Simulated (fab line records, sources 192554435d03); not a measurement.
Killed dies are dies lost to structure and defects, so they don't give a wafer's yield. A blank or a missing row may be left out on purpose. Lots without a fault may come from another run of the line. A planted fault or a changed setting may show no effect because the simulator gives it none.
One fault seen from 3 desks | flow n5_finfet | each desk has only its own numbers; what lay behind them comes last

THE DEFECT DESK
What the inspections along the route counted, lot by lot: means of the sampled wafers that have a number. A lot is out of limits, marked OUT, if its mean lies more than 4 standard deviations from the usual mean; the brackets give that distance.
Columns: A = raw_defect_count at N5_WELL_APT_INSPECT_10, usual 2
lot  | first seen here | A
L410 | day 1 20:05     | 4
L411 | day 2 01:44     | 3
L419 | day 4 01:47     | 3
L421 | day 4 13:46     | 2
L430 | day 6 19:45     | 2
L432 | day 7 07:58     | 2
This desk's finding: nothing out of limits on any of the 6 lots.

THE TOOL OWNER'S DESK: implanter-01
The tool's own readings at N5_WELL_APT_IMPLANT_15: means of the sampled wafers that have a number, for each lot that ran on this tool. A lot is out of limits, marked OUT, if its mean lies more than 4 standard deviations from the usual mean; the brackets give that distance.
Columns: A = dose_ions_cm2 at N5_WELL_APT_IMPLANT_15, usual 1.5001e+13; B = faraday_current_uA at N5_WELL_APT_IMPLANT_15, usual 191
lot  | first seen here | A                            | B
L411 | day 2 02:07     | 1.4994e+13                   | 190
L419 | day 4 02:16     | 8.8443e+12 (-99 or more) OUT | 112 (-21) OUT
L421 | day 4 14:07     | 8.8337e+12 (-99 or more) OUT | 111 (-21) OUT
This desk's finding: out of limits on L419, L421; first on L419, day 4 02:16 (dose_ions_cm2 at N5_WELL_APT_IMPLANT_15). In limits: L411.

THE METROLOGY DESK
What the gauges read, lot by lot, whatever tool the lot ran on: means of the sampled wafers that have a number. A lot is out of limits, marked OUT, if its mean lies more than 4 standard deviations from the usual mean; the brackets give that distance.
Columns: A = cd_nm at N5_WELL_APT_CD_MEAS_08, usual 201.3 nm; B = NWELL_OVL at N5_WELL_APT_OVL_MEAS_09, usual -1 nm
lot  | first seen here | A     | B
L410 | day 1 20:02     | 200.5 | 0
L411 | day 2 01:41     | 201.0 | -1
L419 | day 4 01:44     | 201.5 | -4
L421 | day 4 13:43     | 202.0 | 2
L430 | day 6 19:41     | 203.4 | -8
L432 | day 7 07:54     | 200.0 | -2
This desk's finding: nothing out of limits on any of the 6 lots.

PUT TOGETHER
The tool owner's desk could have raised an alarm at day 4 02:16, on L419, L421.
The defect desk saw nothing out of limits.
The metrology desk saw nothing out of limits.
The defect desk has L419, L421 on record, within its limits.
The metrology desk has L419, L421 on record, within its limits.
Of the lots named, all ran N5_WELL_APT_IMPLANT_15 on implanter-01.

WHAT THE SIMULATOR HAD PUT IN
Process parameter drift: implanter-01, from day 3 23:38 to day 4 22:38, at N5_WELL_APT_IMPLANT_15. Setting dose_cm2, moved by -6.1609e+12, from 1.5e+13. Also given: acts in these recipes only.
Lots struck among those shown: L419, L421.
Hours from the fault's start to each desk's first reading out of limits: the tool owner's desk, 3.
